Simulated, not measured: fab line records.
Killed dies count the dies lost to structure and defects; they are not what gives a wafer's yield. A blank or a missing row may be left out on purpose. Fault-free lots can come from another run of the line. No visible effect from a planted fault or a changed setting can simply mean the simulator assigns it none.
Split-lot experiment    flow n5-finfet    21 wafers read across 7 lots, on a route 1938 steps long

## ABOUT THE SPLIT
At N5_BEOL_M9_COAT_05 (resist thk 90 nm), the setting spin-rpm was moved away from the recipe's 1500 rpm on 5 of the 21 wafers read, by -7.5% to +10.7%. The other wafers ran this setting at the recipe's value.

## FROM THE SPLIT TO THE READING: what the file shows between them, 2 steps
- N5_BEOL_M9_EBR_07
- N5_BEOL_M9_SOFTBAKE_06: time 60 s

## THE READING
CAR-ArF_of_BEOL_M9_COAT_05.thk-nm (the simulator's own value, which no gauge read), in nm, at N5_BEOL_M9_DESCUM_16 (chemistry O2, time 7.9 s). The file gives no usual value for it. Average 83.3 nm, standard deviation 0.24 nm, over the 16 wafers here run with the recipe.

wafer   tool, chamber at the split  spin-rpm as run, rpm  against the recipe  CAR-ArF_of_BEOL_M9_COAT_05.thk-nm, nm  against lot-mates on the recipe
L077.3  litho-track-03, 0           1623                  +8.2%               79.6                                   -3.6
L077.5  litho-track-03, 0           1623                  +8.2%               79.8                                   -3.4
L077.6  litho-track-03, 0           1500                  recipe              83.2                                   -
L076.3  litho-track-02, 0           1500                  recipe              83.8                                   -
L076.4  litho-track-02, 0           1500                  recipe              83.6                                   -
L076.6  litho-track-02, 0           1500                  recipe              83.6                                   -
L078.4  litho-track-05, 0           1500                  recipe              83.2                                   -
L078.5  litho-track-05, 0           1500                  recipe              83.2                                   -
L078.6  litho-track-05, 0           1500                  recipe              83                                     -
L083.3  litho-track-05, 0           1660                  +10.7%              79                                     -4.6
L083.6  litho-track-05, 0           1660                  +10.7%              79                                     -4.6
L083.5  litho-track-05, 0           1500                  recipe              83.6                                   -
L090.3  litho-track-05, 0           1500                  recipe              83.4                                   -
L090.4  litho-track-05, 0           1500                  recipe              83                                     -
L090.6  litho-track-05, 0           1500                  recipe              83.2                                   -
L094.2  litho-track-02, 0           1500                  recipe              83.4                                   -
L094.3  litho-track-02, 0           1500                  recipe              83.4                                   -
L094.4  litho-track-02, 0           1500                  recipe              83.6                                   -
L082.2  litho-track-03, 0           1387                  -7.5%               86.6                                   +3.4
L082.4  litho-track-03, 0           1500                  recipe              83                                     -
L082.6  litho-track-03, 0           1500                  recipe              83.4                                   -

FIT RESULTS
A straight line over all 21 wafers: CAR-ArF_of_BEOL_M9_COAT_05.thk-nm changes by -0.423 nm for each +1% of spin-rpm; r = -0.99; the points scatter about the line by 0.24 nm.
The same after taking each lot's own level away (the mean of its wafers on the recipe; 21 wafers): -0.434 nm for each +1%; r = -1.00; scatter 0.12 nm.
On that fit, the largest move of spin-rpm shifts the reading by 4.6 nm.
The span of the lots' own levels, 83.13 to 83.67 nm, comes to 2.2 times the standard deviation stated above.
The two slopes agree, so the slope changes little with the lot-to-lot level.
Check: with one of the wafers moved furthest among these (+10.7%) left out of the fit, the line predicts -4.61 nm for it against its lot-mates. It came out at -4.6 nm against them.

## ADDITIONAL SPLITS CARRIED BY THESE WAFERS
These wafers also went through other splits before the reading. Each is held against what the fit with the lots' levels taken away leaves over:
other split on the same wafers     wafers away from the commonest value  r with CAR-ArF_of_BEOL_M9_COAT_05.thk-nm (lot level and that fit taken away)
N5_BEOL_M6_ETCH_62 time-s          6                                     -0.24
N5_BEOL_M6_COAT_71 spin-rpm        10                                    -0.25
N5_BEOL_M7_ETCH_66 bias-w          8                                     +0.39
N5_BEOL_M7_VIA_ETCH_34 time-s      5                                     -0.02
N5_BEOL_M9_HM_DEP_02 target-thk-a  4                                     -0.26

## THE WHOLE CHAIN: every reading that the file lists as answering this split, in the file's order
step                  what it does              reading                                                                             change (the file's fit)                r (the file's)
N5_BEOL_M9_COAT_05    resist thk 90 nm          CAR-ArF_of_BEOL_M9_COAT_05.thk-nm (the simulator's own value, which no gauge read)  -0.439 nm for each +1% of the setting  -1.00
N5_BEOL_M9_DESCUM_16  chemistry O2, time 7.9 s  CAR-ArF_of_BEOL_M9_COAT_05.thk-nm (the simulator's own value, which no gauge read)  -0.435 nm for each +1% of the setting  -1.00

## THE FILE'S OWN FIT
CAR-ArF_of_BEOL_M9_COAT_05.thk-nm changes by -0.435 nm for each +1% of spin-rpm, r = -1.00.
